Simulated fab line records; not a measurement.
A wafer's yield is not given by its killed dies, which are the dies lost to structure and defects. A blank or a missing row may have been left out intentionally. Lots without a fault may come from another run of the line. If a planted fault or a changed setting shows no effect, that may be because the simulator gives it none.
fab line records	flow n5_finfet
record lots=24	wafers=72	last_day=18
route steps=1938 shown BEOL_M11@1538
lots with no fault: from the same line, run without faults
start_h: hours from the record's first day to the start of the lot's first wafer shown	wait_h: how many hours have passed since the lot's step before this one	" unchanged from the row above	L1.1+2: a single row standing in for several wafers	- no value, or no start was given	* or withheld: withheld	< > ~ a bound
route shown NAME@n: names a module that has steps shown in the file, with the first one's number in the route	usual: mean and standard deviation over wafers with no fault	same: alike in all rows	chamber/n: place in a boat	sites: each site's reading	_std_site: the standard deviation of these	_edge_site: inner sites' mean taken away from outer sites' mean	radius_mm: for every site, how far away it sits from the centre of the wafer	mask NAME#n: copy n	behind: the most recent tool/chamber to have shaped the wafer	hold: cause of the lot's hold/its duration in hours/its outcome	device: the transistor (n, p or np) that didn't switch	end of line: at the end of the route, the tests of the same wafers	for a step that has no rows: nothing shown but its recipe	killed: dies lost to structure and defects at the first sort, not the wafer's yield	map: dies across one wafer; x = killed, . = not, _ = none there
set.NAME: the setting the step ran with; set.NAME@STEP: the setting that earlier step ran with	model.NAME: the simulator's own value behind a step, which no gauge read
a sample of lots followed through the steps of the route, with each step as a table and each wafer as a row
services: the hour from which a tool's chamber was out of use, counted from the record's first day as start_h (under 0 if before that day), plus the number of hours and why
## steps
# step N5_BEOL_M11_THK_MEAS_01
# recipe reads=SiCOH_lowk_of_BEOL_M11_ILD_DEP_00
# usual M11_ILD_THK=268/3.9
lot.wafer	tool	chamber	start_h	wait_h	M11_ILD_THK[nm]
L074.1	film_metro-01	-	217.81	0.8	266
L074.2	"	-	"	"	265
L074.6	"	-	"	"	270
L075.1	film_metro-01	-	224.51	0.4	265
L075.4	"	-	"	"	268
L075.5	"	-	"	"	270
L076.1	film_metro-02	-	226.53	0.8	269
L076.2	"	-	"	"	266
L076.4	"	-	"	"	268
L078.3	film_metro-02	-	230.95	0.3	262
L078.5	"	-	"	"	270
L078.6	"	-	"	"	270
L077.2	film_metro-01	-	232.28	0.4	265
L077.5	"	-	"	"	272
L077.6	"	-	"	"	266
L079.2	film_metro-02	-	253.27	0.4	272
L079.4	"	-	"	"	278
L079.5	"	-	"	"	277
L080.3	film_metro-01	-	264.12	0.3	266
L080.5	"	-	"	"	268
L080.6	"	-	"	"	267
L083.2	film_metro-02	-	274.96	0.4	264
L083.5	"	-	"	"	270
L083.6	"	-	"	"	268
L084.2	film_metro-01	-	276.72	0.4	264
L084.3	"	-	"	"	268
L084.6	"	-	"	"	269
L081.1	film_metro-02	-	278.11	0.8	263
L081.3	"	-	"	"	266
L081.5	"	-	"	"	270
L082.1	film_metro-01	-	280.67	0.4	265
L082.4	"	-	"	"	271
L082.5	"	-	"	"	273
L087.1	film_metro-01	-	281.37	0.8	269
L087.3	"	-	"	"	268
L087.5	"	-	"	"	273
L085.1	film_metro-01	-	284.06	0.4	257
L085.5	"	-	"	"	266
L085.6	"	-	"	"	267
L086.1	film_metro-02	-	284.50	0.4	268
L086.2	"	-	"	"	266
L086.3	"	-	"	"	267
L090.3	film_metro-02	-	314.84	0.3	270
L090.5	"	-	"	"	277
L090.6	"	-	"	"	278
L089.1	film_metro-01	-	316.24	0.4	266
L089.2	"	-	"	"	260
L089.5	"	-	"	"	267
L088.2	film_metro-02	-	317.92	0.4	264
L088.3	"	-	"	"	269
L088.5	"	-	"	"	271
L092.2	film_metro-01	-	329.39	0.4	260
L092.3	"	-	"	"	266
L092.5	"	-	"	"	264
L091.2	film_metro-02	-	329.61	0.4	268
L091.4	"	-	"	"	273
L091.5	"	-	"	"	271
L093.1	film_metro-02	-	338.30	1.6	264
L093.3	"	-	"	"	264
L093.6	"	-	"	"	272
L095.3	film_metro-02	-	343.68	0.3	269
L095.4	"	-	"	"	275
L095.5	"	-	"	"	276
L094.2	film_metro-01	-	349.43	0.4	263
L094.3	"	-	"	"	269
L094.5	"	-	"	"	271
L097.1	film_metro-01	-	361.47	0.4	267
L097.2	"	-	"	"	264
L097.3	"	-	"	"	266
L096.3	film_metro-01	-	376.16	0.3	268
L096.4	"	-	"	"	274
L096.5	"	-	"	"	273
# step N5_BEOL_M11_PECVD_70
# recipe material=SiO2	target_thk_a=200	temp_c=400	precursor=TEOS/O2	pressure_torr=5.5	rf_w=450	teos_flow_sccm=53.8	gas=O2	flow_sccm=3000	time_s=22.7
# usual heater_power_w=751/73	showerhead_plenum_p_Torr=8.78/0.059	showerhead_vpp_V=1317/58	throttle_valve_pct=23.0/0.98
lot.wafer	tool	chamber	start_h	wait_h	heater_power_w	showerhead_plenum_p_Torr	showerhead_vpp_V	throttle_valve_pct
L074.1	pecvd-01	0	217.84	0.0	745	8.76	1357	24.4
L074.2	"	1	"	"	637	8.75	1245	23.5
L074.6	"	1	"	"	642	8.73	1246	23.4
L075.1	pecvd-01	1	224.55	0.0	676	8.76	1255	23.6
L075.4	"	0	"	"	794	8.74	1374	24.4
L075.5	"	0	"	"	821	8.74	1370	24.7
L076.1	pecvd-04	1	226.57	0.0	698	8.73	1355	23.3
L076.2	"	0	"	"	757	8.80	1276	23.1
L076.4	"	2	"	"	767	8.81	1358	20.9
L078.3	pecvd-03	0	230.98	0.0	857	8.80	1259	22.8
L078.5	"	1	"	"	714	8.89	1345	22.4
L078.6	"	2	"	"	819	8.75	1283	22.3
L077.2	pecvd-04	2	232.32	0.0	833	8.82	1329	20.8
L077.5	"	0	"	"	900	8.82	1280	23.4
L077.6	"	1	"	"	639	8.72	1355	23.2
L079.2	pecvd-01	0	253.31	0.0	738	8.75	1341	24.8
L079.4	"	2	"	"	692	8.80	1417	21.8
L079.5	"	1	"	"	607	8.73	1246	23.3
L080.3	pecvd-03	2	264.16	0.0	813	8.70	1285	22.2
L080.5	"	0	"	"	897	8.79	1252	22.8
L080.6	"	1	"	"	738	8.90	1339	22.4
L083.2	pecvd-03	0	275.00	0.0	817	8.78	1258	23.0
L083.5	"	1	"	"	771	8.89	1349	22.2
L083.6	"	2	"	"	841	8.71	1272	22.2
L084.2	pecvd-03	1	276.76	0.0	735	8.86	1337	22.4
L084.3	"	2	"	"	843	8.73	1300	22.6
L084.6	"	2	"	"	818	8.73	1278	22.2
L081.1	pecvd-04	0	278.14	0.0	860	8.80	1256	23.3
L081.3	"	0	"	"	885	8.81	1277	23.5
L081.5	"	1	"	"	618	8.70	1353	23.2
L082.1	pecvd-04	1	280.71	0.0	651	8.73	1344	23.0
L082.4	"	0	"	"	892	8.80	1270	23.5
L082.5	"	0	"	"	889	8.81	1289	23.4
L087.1	pecvd-01	2	281.41	0.0	743	8.79	1429	21.8
L087.3	"	0	"	"	751	8.76	1376	25.1
L087.5	"	2	"	"	727	8.79	1418	21.8
L085.1	pecvd-03	0	284.10	0.0	828	8.78	1294	22.7
L085.5	"	2	"	"	762	8.70	1268	22.1
L085.6	"	0	"	"	835	8.80	1252	22.9
L086.1	pecvd-01	0	284.53	0.0	682	8.76	1385	24.9
L086.2	"	2	"	"	746	8.78	1426	21.8
L086.3	"	2	"	"	751	8.80	1451	21.8
L090.3	pecvd-01	1	314.89	0.1	666	8.74	1257	23.4
L090.5	"	1	"	"	669	8.75	1237	23.7
L090.6	"	2	"	"	771	8.83	1416	22.0
L089.1	pecvd-03	1	316.28	0.0	714	8.89	1357	22.6
L089.2	"	2	"	"	694	8.72	1291	22.7
L089.5	"	2	"	"	683	8.70	1253	22.5
L088.2	pecvd-04	0	317.96	0.0	771	8.81	1262	23.2
L088.3	"	2	"	"	786	8.81	1333	21.4
L088.5	"	1	"	"	714	8.70	1340	23.3
L092.2	pecvd-01	1	329.43	0.0	680	8.75	1237	23.7
L092.3	"	0	"	"	703	8.76	1371	25.1
L092.5	"	0	"	"	716	8.76	1360	25.2
L091.2	pecvd-03	0	329.64	0.0	757	8.79	1254	22.8
L091.4	"	1	"	"	719	8.91	1338	22.4
L091.5	"	2	"	"	748	8.71	1288	22.7
L093.1	pecvd-03	1	338.33	0.0	785	8.90	1336	22.5
L093.3	"	2	"	"	721	8.69	1264	22.6
L093.6	"	1	"	"	787	8.91	1348	22.6
L095.3	pecvd-03	0	343.72	0.0	866	8.79	1266	22.9
L095.4	"	0	"	"	842	8.78	1259	22.8
L095.5	"	1	"	"	699	8.86	1360	22.2
L094.2	pecvd-04	0	349.46	0.0	814	8.84	1288	23.7
L094.3	"	1	"	"	680	8.71	1321	23.1
L094.5	"	1	"	"	670	8.69	1317	23.0
L097.1	pecvd-03	0	361.51	0.0	854	8.76	1272	22.8
L097.2	"	2	"	"	744	8.71	1280	22.7
L097.3	"	1	"	"	669	8.88	1361	22.4
L096.3	pecvd-01	0	376.20	0.0	769	8.75	1372	25.7
L096.4	"	2	"	"	710	8.80	1428	22.2
L096.5	"	0	"	"	773	8.77	1364	25.8
# step N5_BEOL_M11_CD_MEAS_28
# recipe target_cd_nm=70	landing_energy_ev=500	detector=se_inlens	polarity=opening
# usual cd_nm=70.6/0.74
lot.wafer	tool	chamber	start_h	wait_h	cd_nm
L074.1	cd_sem-01	0	221.58	-	71.1
L074.2	"	0	"	"	71.9
L074.6	"	0	"	"	71.0
L075.1	cd_sem-02	0	227.09	-	71.0
L075.4	"	0	"	"	70.9
L075.5	"	0	"	"	71.0
L076.1	cd_sem-03	0	229.75	-	71.1
L076.2	"	0	"	"	70.1
L076.4	"	0	"	"	71.3
L078.3	cd_sem-01	0	233.96	-	70.8
L078.5	"	0	"	"	68.9
L078.6	"	0	"	"	69.9
L077.2	cd_sem-02	0	241.95	-	70.5
L077.5	"	0	"	"	70.9
L077.6	"	0	"	"	69.6
L079.2	cd_sem-02	0	265.91	-	71.3
L079.4	"	0	"	"	70.5
L079.5	"	0	"	"	69.9
L080.3	cd_sem-01	0	265.95	-	70.9
L080.5	"	0	"	"	70.3
L080.6	"	0	"	"	70.5
L083.2	cd_sem-03	0	280.44	-	71.5
L083.5	"	0	"	"	71.7
L083.6	"	0	"	"	69.9
L084.2	cd_sem-03	0	280.48	-	71.3
L084.3	"	0	"	"	70.3
L084.6	"	0	"	"	72.3
L082.1	cd_sem-01	0	283.86	-	71.0
L082.4	"	0	"	"	71.7
L082.5	"	0	"	"	70.8
L087.1	cd_sem-02	0	284.03	-	69.4
L087.3	"	0	"	"	70.3
L087.5	"	0	"	"	70.4
L081.1	cd_sem-02	0	284.20	-	70.8
L081.3	"	0	"	"	70.3
L081.5	"	0	"	"	71.5
L085.1	cd_sem-02	0	286.51	-	70.9
L085.5	"	0	"	"	71.6
L085.6	"	0	"	"	70.4
L086.1	cd_sem-01	0	286.71	-	69.4
L086.2	"	0	"	"	69.1
L086.3	"	0	"	"	69.0
L090.3	cd_sem-03	0	317.51	-	70.5
L090.5	"	0	"	"	70.0
L090.6	"	0	"	"	70.1
L088.2	cd_sem-02	0	325.33	-	70.7
L088.3	"	0	"	"	70.1
L088.5	"	0	"	"	69.7
L089.1	cd_sem-02	0	325.37	-	69.3
L089.2	"	0	"	"	69.9
L089.5	"	0	"	"	69.9
L092.2	cd_sem-01	0	333.19	-	69.8
L092.3	"	0	"	"	71.4
L092.5	"	0	"	"	71.5
L091.2	cd_sem-02	0	333.36	-	71.4
L091.4	"	0	"	"	70.8
L091.5	"	0	"	"	70.9
L093.1	cd_sem-02	0	343.65	-	70.7
L093.3	"	0	"	"	70.3
L093.6	"	0	"	"	69.1
L095.3	cd_sem-03	0	346.59	-	70.7
L095.4	"	0	"	"	71.2
L095.5	"	0	"	"	69.4
L094.2	cd_sem-03	0	356.45	-	71.8
L094.3	"	0	"	"	70.3
L094.5	"	0	"	"	70.6
L097.1	cd_sem-01	0	363.33	-	69.6
L097.2	"	0	"	"	70.9
L097.3	"	0	"	"	70.1
L096.3	cd_sem-03	0	380.03	-	71.1
L096.4	"	0	"	"	71.5
L096.5	"	0	"	"	71.1
# step N5_BEOL_M11_CURE_72
# recipe temp_c=370	time_s=120	ambient=DMADMS/He	material=SiCOH_lowk
# usual lamp_power_pct=52.31/0.055	wafer_temp_C_max=371.6/0.54
lot.wafer	tool	chamber	start_h	wait_h	lamp_power_pct	wafer_temp_C_max
L074.1	uv_cure-01	0	222.37	0.0	52.35	371.0
L074.2	"	0	"	"	52.32	371.1
L074.6	"	0	"	"	52.39	370.9
L075.1	uv_cure-01	0	228.68	0.0	52.29	370.8
L075.4	"	0	"	"	52.39	371.3
L075.5	"	0	"	"	52.41	371.3
L076.1	uv_cure-01	2	231.01	0.0	52.28	372.1
L076.2	"	2	"	"	52.23	372.6
L076.4	"	2	"	"	52.37	372.0
L078.3	uv_cure-01	0	234.84	0.1	52.25	371.4
L078.5	"	0	"	"	52.28	371.4
L078.6	"	0	"	"	52.34	371.5
L077.2	uv_cure-02	2	242.90	0.1	52.18	370.9
L077.5	"	2	"	"	52.33	371.3
L077.6	"	2	"	"	52.25	371.1
L079.2	uv_cure-01	0	267.27	0.1	52.29	371.8
L079.4	"	0	"	"	52.26	371.8
L079.5	"	0	"	"	52.25	371.3
L080.3	uv_cure-01	1	267.62	0.4	52.30	372.1
L080.5	"	1	"	"	52.38	371.6
L080.6	"	1	"	"	52.32	371.6
L083.2	uv_cure-01	2	281.39	0.2	52.25	372.4
L083.5	"	2	"	"	52.36	371.7
L083.6	"	2	"	"	52.32	372.3
L084.2	uv_cure-03	1	281.48	0.3	52.38	371.5
L084.3	"	1	"	"	52.31	372.5
L084.6	"	1	"	"	52.24	371.5
L082.1	uv_cure-02	0	284.64	0.0	52.31	372.4
L082.4	"	0	"	"	52.30	372.3
L082.5	"	0	"	"	52.27	371.8
L087.1	uv_cure-01	1	284.94	0.0	52.27	371.9
L087.3	"	1	"	"	52.28	371.7
L087.5	"	1	"	"	52.23	371.9
L081.1	uv_cure-02	2	285.00	0.0	52.27	371.4
L081.3	"	2	"	"	52.31	371.2
L081.5	"	2	"	"	52.37	370.7
L085.1	uv_cure-02	0	287.29	0.0	52.22	373.0
L085.5	"	0	"	"	52.24	372.0
L085.6	"	0	"	"	52.39	372.4
L086.1	uv_cure-03	0	287.49	0.0	52.28	371.3
L086.2	"	0	"	"	52.37	371.7
L086.3	"	0	"	"	52.36	371.6
L090.3	uv_cure-01	0	318.38	0.1	52.34	371.6
L090.5	"	0	"	"	52.28	371.6
L090.6	"	0	"	"	52.30	371.4
L088.2	uv_cure-01	2	326.15	0.1	52.33	372.4
L088.3	"	2	"	"	52.34	372.3
L088.5	"	2	"	"	52.31	371.4
L089.1	uv_cure-01	0	326.40	0.3	52.36	371.2
L089.2	"	0	"	"	52.32	371.2
L089.5	"	0	"	"	52.27	370.7
L092.2	uv_cure-03	1	334.32	0.1	52.29	372.6
L092.3	"	1	"	"	52.32	371.6
L092.5	"	1	"	"	52.34	372.4
L091.2	uv_cure-01	1	334.38	0.1	52.28	372.2
L091.4	"	1	"	"	52.30	372.4
L091.5	"	1	"	"	52.30	373.1
L093.1	uv_cure-03	2	344.50	0.0	52.32	371.9
L093.3	"	2	"	"	52.38	371.3
L093.6	"	2	"	"	52.24	371.1
L095.3	uv_cure-01	0	347.50	0.2	52.36	371.9
L095.4	"	0	"	"	52.32	371.6
L095.5	"	0	"	"	52.28	371.6
L094.2	uv_cure-01	0	357.27	0.1	52.20	370.8
L094.3	"	0	"	"	52.21	371.0
L094.5	"	0	"	"	52.28	371.6
L097.1	uv_cure-03	0	364.28	0.2	52.30	372.0
L097.2	"	0	"	"	52.37	371.3
L097.3	"	0	"	"	52.42	372.5
L096.3	uv_cure-01	0	380.90	0.1	52.23	371.3
L096.4	"	0	"	"	52.31	371.6
L096.5	"	0	"	"	52.39	371.4
# step N5_BEOL_M11_ALD_74
# recipe material=TaN	target_thk_a=20	temp_c=275	ald_precursor_family=PDMAT	ald_co_reactant=NH3	pressure_torr=3	carrier_flow_sccm=1500	pulse_time_s=2	purge_time_s=3	co_reactant_purge_time_s=2	co_reactant_pulse_time_s=3	ald_cycles=40	precursor_vessel_temp_c=75	precursor_vessel_pressure_torr=26.25	precursor_vessel_carrier_sccm=1000
# usual heater_power_w=431/43	precursor_vessel_carrier_sccm=1000.1/3
lot.wafer	tool	chamber	start_h	wait_h	heater_power_w	precursor_vessel_carrier_sccm
L074.1	ald_metal-03	0	223.58	0.0	435	1001.1
L074.2	"	3	"	"	381	997.6
L074.6	"	0	"	"	435	1001.4
L075.1	ald_metal-02	1	229.70	0.0	388	1001.7
L075.4	"	0	"	"	454	1000.7
L075.5	"	3	"	"	419	1001.1
L076.1	ald_metal-03	2	231.96	0.2	448	1001.7
L076.2	"	1	"	"	485	999.5
L076.4	"	0	"	"	426	1001.2
L078.3	ald_metal-01	0	235.88	0.2	392	1003.0
L078.5	"	0	"	"	405	1000.0
L078.6	"	1	"	"	507	999.5
L077.2	ald_metal-02	1	245.76	0.0	390	998.4
L077.5	"	0	"	"	461	995.7
L077.6	"	3	"	"	438	996.5
L079.2	ald_metal-03	0	267.68	0.0	427	1006.1
L079.4	"	3	"	"	388	999.0
L079.5	"	0	"	"	424	1006.3
L080.3	ald_metal-02	1	268.25	0.3	393	995.4
L080.5	"	3	"	"	444	999.3
L080.6	"	2	"	"	465	1005.5
L083.2	ald_metal-01	3	281.79	0.0	423	1001.9
L083.5	"	2	"	"	359	1000.3
L083.6	"	1	"	"	512	1003.7
L084.2	ald_metal-02	1	282.00	0.2	394	999.9
L084.3	"	3	"	"	446	995.3
L084.6	"	0	"	"	471	995.9
L082.1	ald_metal-01	2	285.15	0.0	356	998.1
L082.4	"	1	"	"	506	996.8
L082.5	"	2	"	"	363	995.8
L087.1	ald_metal-01	3	285.41	0.1	421	999.0
L087.3	"	2	"	"	356	1005.6
L087.5	"	3	"	"	421	996.3
L081.1	ald_metal-02	1	285.56	0.2	387	1001.0
L081.3	"	3	"	"	426	998.7
L081.5	"	0	"	"	457	1003.1
L085.1	ald_metal-02	2	287.94	0.1	461	1003.8
L085.5	"	2	"	"	446	1000.7
L085.6	"	1	"	"	384	1000.5
L086.1	ald_metal-03	1	288.14	0.2	478	991.7
L086.2	"	0	"	"	428	999.3
L086.3	"	2	"	"	458	997.4
L090.3	ald_metal-02	3	318.76	0.0	439	995.9
L090.5	"	1	"	"	378	999.2
L090.6	"	0	"	"	457	996.1
L088.2	ald_metal-02	3	326.52	0.0	430	1002.1
L088.3	"	2	"	"	466	1000.7
L088.5	"	0	"	"	447	1000.7
L089.1	ald_metal-01	2	326.82	0.0	361	999.3
L089.2	"	0	"	"	399	999.5
L089.5	"	0	"	"	390	997.5
L092.2	ald_metal-02	2	334.72	0.1	456	1000.2
L092.3	"	1	"	"	393	1001.0
L092.5	"	1	"	"	401	1002.6
L091.2	ald_metal-01	0	334.78	0.0	412	1000.9
L091.4	"	3	"	"	416	1001.4
L091.5	"	2	"	"	360	999.8
L093.1	ald_metal-01	1	344.96	0.1	519	1002.9
L093.3	"	2	"	"	354	1002.9
L093.6	"	3	"	"	407	999.3
L095.3	ald_metal-03	1	347.93	0.1	488	1004.6
L095.4	"	0	"	"	447	994.2
L095.5	"	0	"	"	443	995.7
L094.2	ald_metal-03	1	357.83	0.0	483	997.6
L094.3	"	3	"	"	383	1004.0
L094.5	"	3	"	"	379	999.5
L097.1	ald_metal-01	1	365.04	0.0	517	1004.3
L097.2	"	2	"	"	362	999.2
L097.3	"	0	"	"	403	1001.7
L096.3	ald_metal-02	1	381.69	0.0	372	1002.5
L096.4	"	0	"	"	423	994.9
L096.5	"	2	"	"	451	1001.4
# step N5_BEOL_M11_SURFACE_TREAT_76
# recipe gas=Ar	time_s=*	ion_energy_ev=*	ion_current_ma_cm2=0.5	pressure_mtorr=*	ar_flow_sccm=30
# usual throttle_valve_pct=*
lot.wafer	tool	chamber	start_h	wait_h	throttle_valve_pct
L074.1	pvd_sputter-01	-	223.96	0.2	*
L074.2	"	-	"	"	*
L074.6	"	-	"	"	*
L075.1	pvd_sputter-02	-	230.16	0.3	*
L075.4	"	-	"	"	*
L075.5	"	-	"	"	*
L076.1	pvd_sputter-03	-	232.30	0.2	*
L076.2	"	-	"	"	*
L076.4	"	-	"	"	*
L078.3	pvd_sputter-02	-	236.25	0.2	*
L078.5	"	-	"	"	*
L078.6	"	-	"	"	*
L077.2	pvd_sputter-01	-	246.08	0.2	*
L077.5	"	-	"	"	*
L077.6	"	-	"	"	*
L079.2	pvd_sputter-01	-	268.00	0.2	*
L079.4	"	-	"	"	*
L079.5	"	-	"	"	*
L080.3	pvd_sputter-03	-	269.35	1.0	*
L080.5	"	-	"	"	*
L080.6	"	-	"	"	*
L083.2	pvd_sputter-01	-	282.14	0.2	*
L083.5	"	-	"	"	*
L083.6	"	-	"	"	*
L084.2	pvd_sputter-01	-	282.34	0.2	*
L084.3	"	-	"	"	*
L084.6	"	-	"	"	*
L082.1	pvd_sputter-01	-	285.43	0.2	*
L082.4	"	-	"	"	*
L082.5	"	-	"	"	*
L087.1	pvd_sputter-02	-	285.78	0.2	*
L087.3	"	-	"	"	*
L087.5	"	-	"	"	*
L081.1	pvd_sputter-03	-	286.44	0.8	*
L081.3	"	-	"	"	*
L081.5	"	-	"	"	*
L085.1	pvd_sputter-02	-	288.30	0.2	*
L085.5	"	-	"	"	*
L085.6	"	-	"	"	*
L086.1	pvd_sputter-01	-	288.44	0.2	*
L086.2	"	-	"	"	*
L086.3	"	-	"	"	*
L090.3	pvd_sputter-02	-	319.04	0.2	*
L090.5	"	-	"	"	*
L090.6	"	-	"	"	*
L088.2	pvd_sputter-03	-	326.81	0.2	*
L088.3	"	-	"	"	*
L088.5	"	-	"	"	*
L089.1	pvd_sputter-02	-	327.17	0.2	*
L089.2	"	-	"	"	*
L089.5	"	-	"	"	*
L092.2	pvd_sputter-03	-	335.03	0.2	*
L092.3	"	-	"	"	*
L092.5	"	-	"	"	*
L091.2	pvd_sputter-03	-	335.07	0.2	*
L091.4	"	-	"	"	*
L091.5	"	-	"	"	*
L093.1	pvd_sputter-01	-	345.34	0.2	*
L093.3	"	-	"	"	*
L093.6	"	-	"	"	*
L095.3	pvd_sputter-02	-	348.29	0.2	*
L095.4	"	-	"	"	*
L095.5	"	-	"	"	*
L094.2	pvd_sputter-01	-	358.15	0.2	*
L094.3	"	-	"	"	*
L094.5	"	-	"	"	*
L097.1	pvd_sputter-03	-	365.56	0.4	*
L097.2	"	-	"	"	*
L097.3	"	-	"	"	*
L096.3	pvd_sputter-03	-	382.00	0.2	*
L096.4	"	-	"	"	*
L096.5	"	-	"	"	*
## services
tool	chamber	start_h	hours	kind
ald_metal-03	-	206.09	6.0	pm
pvd_sputter-02	-	222.72	1.7	repair
uv_cure-03	-	232.22	7.5	pm
pecvd-03	2	239.61	5.5	scheduled_down
pecvd-01	-	240.01	0.7	repair
ald_metal-03	3	251.50	3.4	repair
pecvd-03	-	255.30	4.5	repair
uv_cure-03	-	259.64	14.6	pm
uv_cure-01	-	269.13	2.1	pm
pecvd-01	1	275.40	12.4	repair
pecvd-01	0	310.41	16.1	repair
ald_metal-02	-	337.25	14.0	pm
ald_metal-02	0	337.25	14.0	vent_cycle
ald_metal-02	1	337.25	14.0	vent_cycle
ald_metal-02	2	337.25	14.0	vent_cycle
ald_metal-02	3	337.25	14.0	vent_cycle
uv_cure-03	-	345.99	6.0	repair
ald_metal-02	0	351.25	-	clean
ald_metal-02	1	351.25	-	clean
ald_metal-02	2	351.25	-	clean
ald_metal-02	3	351.25	-	clean
pecvd-03	-	354.52	5.5	pm
ald_metal-03	3	359.58	16.3	repair
uv_cure-02	-	365.10	1.0	pm
## key
fault none
